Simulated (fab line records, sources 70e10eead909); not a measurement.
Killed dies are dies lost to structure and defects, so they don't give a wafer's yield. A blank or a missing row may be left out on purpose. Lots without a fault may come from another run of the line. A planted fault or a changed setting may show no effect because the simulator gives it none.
Which tool did it? | flow nand_harc | 13 lots, 39 wafers sampled, at 5 steps of a route of 1159

WHAT THE GAUGES READ, wafer by wafer
NHARC_END_WLT_00. Usual: VT_DECK1_BOTTOM 0.872, standard deviation 0.0067; VT_DECK1_BOTTOM_INNER 0.872, standard deviation 0.0068; VT_DECK1_MEDIAN_NEAR_BOTTOM 0.873, standard deviation 0.0063; VT_DECK1_MEDIAN_NEAR_BOTTOM_INNER 0.874, standard deviation 0.007; VT_DECK1_MIDDLE 0.885, standard deviation 0.0067; VT_DECK1_MIDDLE_INNER 0.885, standard deviation 0.006; VT_DECK1_TOP 0.895, standard deviation 0.0059; VT_DECK1_TOP_INNER 0.896, standard deviation 0.0058.
lot  | measured     | on        | VT_DECK1_BOTTOM   | VT_DECK1_BOTTOM_INNER | VT_DECK1_MEDIAN_NEAR_BOTTOM | VT_DECK1_MEDIAN_NEAR_BOTTOM_INNER | VT_DECK1_MIDDLE   | VT_DECK1_MIDDLE_INNER | VT_DECK1_TOP      | VT_DECK1_TOP_INNER | flag
L599 | day 19 19:24 | prober-02 | 0.874 0.871 0.866 | 0.870 0.869 0.871     | 0.877 0.873 0.870           | 0.876 0.868 0.870                 | 0.887 0.882 0.876 | 0.874 0.884 0.883     | 0.894 0.892 0.896 | 0.892 0.892 0.898  |
L598 | day 20 00:26 | prober-01 | 0.865 0.877 0.868 | 0.872 0.877 0.869     | 0.868 0.870 0.868           | 0.864 0.876 0.872                 | 0.879 0.891 0.888 | 0.891 0.889 0.886     | 0.903 0.904 0.901 | 0.901 0.902 0.909  |
L611 | day 22 02:44 | prober-01 | 0.863 0.865 0.865 | 0.862 0.856 0.861     | 0.863 0.862 0.862           | 0.863 0.860 0.867                 | 0.868 0.870 0.871 | 0.875 0.876 0.877     | 0.889 0.887 0.884 | 0.882 0.892 0.888  |
L610 | day 22 10:29 | prober-01 | 0.874 0.863 0.860 | 0.872 0.863 0.853     | 0.866 0.869 0.852           | 0.878 0.868 0.857                 | 0.880 0.888 0.882 | 0.882 0.875 0.872     | 0.886 0.887 0.891 | 0.887 0.887 0.885  |
L614 | day 23 00:16 | prober-01 | 0.880 0.872 0.875 | 0.883 0.870 0.880     | 0.882 0.877 0.870           | 0.873 0.876 0.876                 | 0.887 0.885 0.891 | 0.889 0.885 0.884     | 0.902 0.903 0.895 | 0.901 0.901 0.898  |
L615 | day 23 10:56 | prober-01 | 0.870 0.877 0.869 | 0.872 0.871 0.863     | 0.865 0.876 0.863           | 0.880 0.878 0.866                 | 0.894 0.882 0.889 | 0.893 0.888 0.881     | 0.896 0.896 0.889 | 0.897 0.894 0.890  |
L613 | day 23 00:47 | prober-02 | 0.857 0.867 0.863 | 0.856 0.872 0.868     | 0.863 0.873 0.875           | 0.871 0.871 0.867                 | 0.876 0.885 0.879 | 0.879 0.885 0.882     | 0.889 0.893 0.888 | 0.880 0.893 0.899  |
L616 | day 23 11:27 | prober-02 | 0.874 0.880 0.873 | 0.876 0.878 0.878     | 0.874 0.878 0.872           | 0.884 0.873 0.877                 | 0.889 0.897 0.889 | 0.893 0.882 0.889     | 0.901 0.906 0.902 | 0.901 0.910 0.901  |
L618 | day 23 19:15 | prober-01 | 0.878 0.864 0.870 | 0.873 0.864 0.871     | 0.879 0.876 0.875           | 0.877 0.871 0.872                 | 0.882 0.884 0.883 | 0.881 0.875 0.886     | 0.888 0.893 0.893 | 0.898 0.892 0.892  |
L620 | day 24 04:03 | prober-02 | 0.870 0.873 0.891 | 0.882 0.870 0.877     | 0.870 0.876 0.878           | 0.869 0.868 0.876                 | 0.887 0.882 0.889 | 0.883 0.883 0.892     | 0.894 0.899 0.895 | 0.902 0.902 0.895  |
L619 | day 24 11:16 | prober-01 | 0.881 0.882 0.873 | 0.880 0.874 0.877     | 0.883 0.884 0.871           | 0.884 0.880 0.870                 | 0.890 0.891 0.888 | 0.890 0.892 0.892     | 0.906 0.909 0.905 | 0.901 0.910 0.899  |

NHARC_END_SORT_01. Usual: killed_at_array 27, standard deviation 9.9; killed_at_other 0.5, standard deviation 0.76; killed_at_periphery 3.4, standard deviation 2.2; killed_dies 31, standard deviation 10; killed_open 3.3, standard deviation 2; killed_short 2.0, standard deviation 1.5.
lot  | measured     | on        | killed_at_array | killed_at_other | killed_at_periphery | killed_dies | killed_open | killed_short | flag
L608 | day 21 12:50 | prober-01 | 472 432 439     | 3 1 0           | 6 5 5               | 481 438 444 | 4 1 3       | 0 1 1        | OFF
L609 | day 22 05:38 | prober-02 | 410 438 455     | 2 0 0           | 7 3 4               | 419 441 459 | 2 2 5       | 3 2 0        | OFF

WHICH TOOL RAN EACH LOT (tool, then ch and the chambers of the sampled wafers, then the start)
lot  | NHARC_A_CONTACT_DEP_57        | NHARC_THIN_TSV_PRE_CLEAN_54  | NHARC_THIN_TSV_STRIP_56
L599 | acl_dep-02 ch 0, day 16 07:31 | pvd_sputter-03, day 19 05:52 | plasma_asher-01 ch 0,1, day 19 07:28
L598 | acl_dep-01 ch 0, day 16 15:46 | pvd_sputter-01, day 19 07:46 | plasma_asher-01 ch 0,1, day 19 09:29
L608 | acl_dep-02 ch 0, day 18 21:15 | -                            | -
L609 | acl_dep-02 ch 0, day 19 11:05 | -                            | -
L611 | acl_dep-03 ch 0, day 19 12:49 | pvd_sputter-02, day 21 17:41 | plasma_asher-02 ch 0, day 21 19:23
L610 | acl_dep-03 ch 0, day 19 16:29 | pvd_sputter-03, day 21 20:13 | plasma_asher-01 ch 0,1, day 21 22:16
L614 | acl_dep-03 ch 0, day 20 07:40 | pvd_sputter-03, day 22 17:18 | plasma_asher-01 ch 0,1, day 22 19:02
L615 | acl_dep-01 ch 0, day 20 07:51 | pvd_sputter-01, day 23 04:25 | plasma_asher-02 ch 0,1, day 23 06:07
L613 | acl_dep-03 ch 0, day 20 11:54 | pvd_sputter-02, day 22 18:46 | plasma_asher-02 ch 0,1, day 22 20:30
L616 | acl_dep-03 ch 0, day 20 17:32 | pvd_sputter-03, day 23 03:37 | plasma_asher-01 ch 0,1, day 23 05:32
L618 | acl_dep-03 ch 0, day 21 07:22 | pvd_sputter-03, day 23 13:11 | plasma_asher-01 ch 0, day 23 15:07
L620 | acl_dep-03 ch 0, day 21 17:47 | pvd_sputter-01, day 23 18:19 | plasma_asher-02 ch 0,1, day 23 20:09
L619 | acl_dep-01 ch 0, day 21 20:29 | pvd_sputter-03, day 23 22:37 | plasma_asher-01 ch 0,1, day 24 00:39
- NHARC_A_CONTACT_DEP_57: deposits aC, target thk 2800 nm.
- NHARC_THIN_TSV_PRE_CLEAN_54: time 30 s.
- NHARC_THIN_TSV_STRIP_56: strips in O2.

WHAT THE TOOLS THEMSELVES READ (means of the sampled wafers that have a number; where no wafer has one, the mark that the record gives instead)
NHARC_A_CONTACT_DEP_57. Usual: throttle_valve_pct 35.001 %, standard deviation 0.0093.
lot  | tool       | throttle_valve_pct (%) | flag
L599 | acl_dep-02 | 35.000                 |
L598 | acl_dep-01 | 35.008                 |
L608 | acl_dep-02 | 35.008                 |
L609 | acl_dep-02 | 34.997                 |
L611 | acl_dep-03 | 34.993                 |
L610 | acl_dep-03 | 34.997                 |
L614 | acl_dep-03 | 34.990                 |
L615 | acl_dep-01 | 35.018                 |
L613 | acl_dep-03 | 34.997                 |
L616 | acl_dep-03 | 34.999                 |
L618 | acl_dep-03 | 34.997                 |
L620 | acl_dep-03 | 35.009                 |
L619 | acl_dep-01 | 34.990                 |

NHARC_THIN_TSV_PRE_CLEAN_54. Usual: heater_power_w 412 W, standard deviation 31.
lot  | tool           | heater_power_w (W) | flag
L599 | pvd_sputter-03 | 398                |
L598 | pvd_sputter-01 | 419                |
L611 | pvd_sputter-02 | 431                |
L610 | pvd_sputter-03 | 422                |
L614 | pvd_sputter-03 | 393                |
L615 | pvd_sputter-01 | 431                |
L613 | pvd_sputter-02 | 414                |
L616 | pvd_sputter-03 | 389                |
L618 | pvd_sputter-03 | 423                |
L620 | pvd_sputter-01 | 426                |
L619 | pvd_sputter-03 | 406                |

NHARC_THIN_TSV_STRIP_56. Usual: drypump_motor_current_A 5.6 A, standard deviation 0.33; heater_power_w 346 W, standard deviation 14.
lot  | tool            | drypump_motor_current_A (A) | heater_power_w (W) | flag
L599 | plasma_asher-01 | 5.4                         | 354                |
L598 | plasma_asher-01 | 5.5                         | 350                |
L611 | plasma_asher-02 | 5.5                         | 329                |
L610 | plasma_asher-01 | 5.4                         | 352                |
L614 | plasma_asher-01 | 5.5                         | 366                |
L615 | plasma_asher-02 | 5.7                         | 330                |
L613 | plasma_asher-02 | 5.9                         | 333                |
L616 | plasma_asher-01 | 5.4                         | 350                |
L618 | plasma_asher-01 | 5.2                         | 343                |
L620 | plasma_asher-02 | 5.9                         | 339                |
L619 | plasma_asher-01 | 5.4                         | 358                |

THE ANSWER, worked out from the rows above alone
Rule: a lot is off if the mean of its wafers that have a number lies more than 3 standard deviations from the usual mean. A lot without any number at a reading at which 4 lots or more have one is off too. The other lots that the step has rows for count as sound. The gauges are gone through in route order, then the tools' own readings, and for those a lot's mean is taken as printed above. The first step at which some lot is off is used, and at that step the reading that is off furthest; a lot without a number counts as furthest.
Off: L608, L609, at NHARC_END_SORT_01 (killed_at_array). Neither off nor sound, because the step has no rows for them: L599, L598, L611, L610, L614, L615, L613, L616, L618, L620, L619.
A tool fits if, at a process step before that reading, it ran every lot that is off, and no sound lot after the first of them. The gauges at NHARC_END_SORT_01 are tried like those tools. One fits: acl_dep-02 at NHARC_A_CONTACT_DEP_57. It ran no sound lot before its first lot that is off in this sample, so the start can't be narrowed down.

WHAT THE SIMULATOR HAD PUT IN
Process parameter drift: acl_dep-02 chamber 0, from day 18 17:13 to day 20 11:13, at NHARC_A_CONTACT_DEP_57. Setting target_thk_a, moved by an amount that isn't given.
Lots struck among those shown: L608, L609. The rule above found the same.
